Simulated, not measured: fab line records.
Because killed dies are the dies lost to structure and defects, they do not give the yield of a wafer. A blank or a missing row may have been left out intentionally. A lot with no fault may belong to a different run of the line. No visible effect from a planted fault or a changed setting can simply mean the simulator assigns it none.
8D (eight disciplines) problem report, filled in by code -- flow n5_finfet -- the parts of the form that need people (team, actions taken, sign-off) are left out

## 1. WHAT IS WRONG
Across 2 wafers from 2 lots, CJ_P at N5_BEOL_M4_RC_MEAS_101 averages 4.16, while fault-free wafers read 5.79 with a standard deviation of 0.16. That is -10 standard deviations from the usual mean.
First seen on wafer L257.5, day 12 10:31, on prober-01. The record has a number at this step for 9 wafers belonging to 4 lots. Rule for "out", or "out of limits": more than 4 standard deviations from the usual mean. Any other wafer with a number is counted as sound.

## 2. WHAT THIS IS AND IS NOT
question,is,is not
which readings at this step,"CJ_P, CJ_N, RS_PWELL","DIBL_N, DIBL_P, IOFF_N, IOFF_P, ION_N, ION_P, SS_N, SS_P, VT_N, VT_P"
which lots,"L257, L259","L250, L256"
which wafers of those lots,"L257.5, L259.5","L257.4, L259.3"
read on which gauges,prober-01,-
when,from day 12 10:31,up to then (6 sound wafers); but 1 sound wafer of L259 came after

## 3. WHAT RULES OUT EACH SUSPECT
Counting: a tool at a process step up to the reading stays a suspect if it ran every lot that is out. Sound lots after the first of them don't rule it out here, since some wafers of a struck lot are sound.
- the gauge at N5_BEOL_M4_RC_MEAS_101 has been ruled out. All the wafers that are out were read on prober-01, but those of them that N5_WELL_APT_EPI_41 has rows for are out there too, on other tools.
- epi_rpcvd-03 at N5_WELL_APT_EPI_41 (deposits Si from SiH4/H2, target thk 50 nm, time 297.7 s): kept. Every lot that is out went through it, the first being L257 (day 6 07:04); the last sound lot it ran before that was L250 (day 4 11:05). Out on those wafers are its own readings of run_length_s.
- wet_bench-01 at N5_SD_EPI_N_STRIP_18 (strips in SPM, time 750 s): kept. Every lot that is out went through it, the first being L257 (day 7 16:50); the last sound lot it ran before that was L250 (day 6 02:01).
- Within wet_bench-01 at N5_SD_EPI_N_STRIP_18: the wafers that are out ran in chambers 0, 3; their sound lot-mates ran in chambers 2, 5.
Remaining after the count are epi_rpcvd-03 at N5_WELL_APT_EPI_41 and wet_bench-01 at N5_SD_EPI_N_STRIP_18.

## 4. THE CAUSE (what the simulator had put in)
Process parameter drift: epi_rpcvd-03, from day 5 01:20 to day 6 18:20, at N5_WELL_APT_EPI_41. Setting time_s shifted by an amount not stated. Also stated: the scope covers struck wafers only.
2 suspects survive the count, and this tool is in that group.

## 5. THE CHAIN OF EFFECTS, in route order
One row per reading whose mean, taken over the struck wafers that have a number, lies over 3 standard deviations from the usual. Only readings whose record carries a usual standard deviation are examined. hours: median over the lots of the time between each lot's start at the first step of this table that gives one and its start at this step. sigmas: the change, counted in usual standard deviations.
hours,step,reading,usual,on struck wafers,change,sigmas
0,N5_WELL_APT_EPI_41,run_length_s,356.1 s,300.6,-55.5,-19
146,N5_BEOL_M4_RC_MEAS_101,CJ_N,4.35,4.99,+0.64,+8.0
146,N5_BEOL_M4_RC_MEAS_101,CJ_P,5.79,4.16,-1.63,-10
146,N5_BEOL_M4_RC_MEAS_101,RS_NWELL,1037 ohm/sq,1059,+22,+3.3
146,N5_BEOL_M4_RC_MEAS_101,RS_PWELL,3011 ohm/sq,3120,+108,+5.4
The process steps in it:
- N5_WELL_APT_EPI_41: deposits Si from SiH4/H2, target thk 50 nm, time 297.7 s.

## 6. WHAT WOULD HAVE CAUGHT IT SOONER
Counted from the fault's start at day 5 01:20, it took 177 hours until the first out-of-limits reading at a measuring or inspecting step in this record, taken at day 12 10:31.
The tool's own readings at N5_WELL_APT_EPI_41 were out on every struck wafer that the step has a row for (run_length_s): an alarm limit on them would have fired on the first of those.
By day 12 10:31 the whole set of lots that are out, 2 in number, had already begun N5_WELL_APT_EPI_41 on epi_rpcvd-03. A hold on the tool at that time would have spared none of them.
